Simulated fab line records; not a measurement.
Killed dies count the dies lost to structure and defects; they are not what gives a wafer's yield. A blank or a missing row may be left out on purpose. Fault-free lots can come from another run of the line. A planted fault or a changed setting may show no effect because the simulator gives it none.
Matching of chambers || flow n5_finfet || rie_si-02 running N5_BEOL_M0_SAQP_MANDREL_ETCH_103: 4 sister chambers
The step etches a-Si in HBr/Cl2, stops on SiCN, target depth 45 nm, bt time 10 s, time 27 s. 4 wafers are shown with their chamber, then 7 later ones without.

WAFERS PAIRED WITH THEIR CHAMBERS
{"wafer": "L709.1", "chamber": 0, "drypump_motor_current_A (A)": 5.6}
{"wafer": "L709.5", "chamber": 3, "drypump_motor_current_A (A)": 5.2}
{"wafer": "L711.1", "chamber": 1, "drypump_motor_current_A (A)": 5.7}
{"wafer": "L711.2", "chamber": 2, "drypump_motor_current_A (A)": 6.4}

WAFERS WHOSE CHAMBER IS MISSING
{"wafer": "L711.4", "drypump_motor_current_A (A)": 5.2}
{"wafer": "L712.2", "drypump_motor_current_A (A)": 5.6}
{"wafer": "L712.3", "drypump_motor_current_A (A)": 5.2}
{"wafer": "L712.5", "drypump_motor_current_A (A)": 5.7}
{"wafer": "L713.1", "drypump_motor_current_A (A)": 5.2}
{"wafer": "L713.3", "drypump_motor_current_A (A)": 5.6}
{"wafer": "L713.5", "drypump_motor_current_A (A)": 6.3}

WHICH CHAMBER EACH WENT THROUGH
{"wafer": "L711.4", "from the rows above": 3, "in truth": 3}
{"wafer": "L712.2", "from the rows above": 0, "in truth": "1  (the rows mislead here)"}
{"wafer": "L712.3", "from the rows above": 3, "in truth": 3}
{"wafer": "L712.5", "from the rows above": 1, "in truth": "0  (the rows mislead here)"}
{"wafer": "L713.1", "from the rows above": 3, "in truth": 3}
{"wafer": "L713.3", "from the rows above": 0, "in truth": 0}
{"wafer": "L713.5", "from the rows above": 2, "in truth": 2}
5 of 7 placed correctly. Can't be placed from these rows: 0. Wrongly placed: 2.
How it was worked out, from the rows above alone: a wafer's distance from a chamber is the root of the sum, over the readings, of the square of ((its reading less the chamber's mean) divided by the reading's scatter). If the next closest chamber is less than 2 further off than the closest, the wafer can't be placed; otherwise it belongs to the closest. A chamber's mean is the mean of its shown wafers. The scatter (one wafer shown for each chamber): square how far every hidden wafer sits from the nearest shown wafer, average those squares and take the square root.
